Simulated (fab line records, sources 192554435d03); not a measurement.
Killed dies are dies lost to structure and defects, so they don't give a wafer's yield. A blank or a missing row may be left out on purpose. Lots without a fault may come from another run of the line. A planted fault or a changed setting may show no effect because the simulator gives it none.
Chamber matching | flow n5_finfet | N5_BEOL_M5_PECVD_70 on pecvd-03: 3 sister chambers
The step deposits SiO2 from TEOS/O2, target thk 16 nm, time 18 s. 20 wafers are shown with their chamber, then 10 later ones without.

WAFERS WITH THEIR CHAMBER
wafer  | chamber | throttle_valve_pct (%) | heater_power_w (W) | showerhead_plenum_p_Torr (Torr)
L074.4 | 0       | 21.2                   | 566                | 8.86
L074.5 | 1       | 22.8                   | 589                | 8.79
L074.6 | 2       | 20.9                   | 906                | 8.85
L076.2 | 2       | 20.9                   | 912                | 8.88
L076.3 | 1       | 23.0                   | 659                | 8.81
L076.5 | 0       | 20.9                   | 608                | 8.83
L077.1 | 1       | 22.9                   | 674                | 8.80
L077.2 | 2       | 21.0                   | 924                | 8.88
L077.5 | 0       | 20.9                   | 613                | 8.84
L081.2 | 0       | 21.0                   | 525                | 8.82
L081.4 | 1       | 23.0                   | 703                | 8.82
L081.5 | 2       | 20.9                   | 982                | 8.87
L082.1 | 0       | 20.8                   | 597                | 8.84
L082.3 | 1       | 23.1                   | 664                | 8.79
L082.5 | 1       | 23.3                   | 666                | 8.81
L085.1 | 2       | 21.0                   | 853                | 8.92
L085.2 | 1       | 23.1                   | 689                | 8.79
L085.6 | 0       | 20.5                   | 587                | 8.86
L084.2 | 0       | 20.8                   | 611                | 8.83
L084.4 | 2       | 21.0                   | 847                | 8.89

SIGNATURES (means of the wafers above)
reading                  | chamber 0 | chamber 1 | chamber 2 | scatter within a chamber
throttle_valve_pct       | 20.871    | 23.029    | 20.950    | 0.162
heater_power_w           | 586.71    | 663.43    | 904.00    | 39.4
showerhead_plenum_p_Torr | 8.8400    | 8.8014    | 8.8817    | 0.0171
Rule: a wafer's distance from a chamber is the root of the sum, over the readings, of the square of ((its reading less the chamber's mean) divided by the reading's scatter). The wafer belongs to the nearest chamber; if the next one is less than 2 further off, it can't be placed. The scatter: the root of (the sum of the squares of (reading less its chamber's mean) over the shown wafers, divided by (wafers less chambers)).

WAFERS WITHOUT THEIR CHAMBER
wafer  | throttle_valve_pct (%) | heater_power_w (W) | showerhead_plenum_p_Torr (Torr)
L084.6 | 22.9                   | 677                | 8.81
L086.3 | 23.1                   | 631                | 8.81
L086.4 | 21.1                   | 817                | 8.87
L086.5 | 23.1                   | 627                | 8.81
L094.1 | 22.9                   | 594                | 8.80
L094.5 | 23.0                   | 572                | 8.79
L094.6 | 20.8                   | 556                | 8.83
L096.1 | 20.8                   | 579                | 8.85
L096.2 | 23.2                   | 679                | 8.81
L096.4 | 21.2                   | 938                | 8.86

WHICH CHAMBER EACH WENT THROUGH
wafer  | from the rows above | in truth
L084.6 | 1                   | 1
L086.3 | 1                   | 1
L086.4 | 2                   | 2
L086.5 | 1                   | 1
L094.1 | 1                   | 1
L094.5 | 1                   | 1
L094.6 | 0                   | 0
L096.1 | 0                   | 0
L096.2 | 1                   | 1
L096.4 | 2                   | 2
Placed correctly: 10 of 10. Can't be placed from these rows: 0. Placed wrongly: 0.
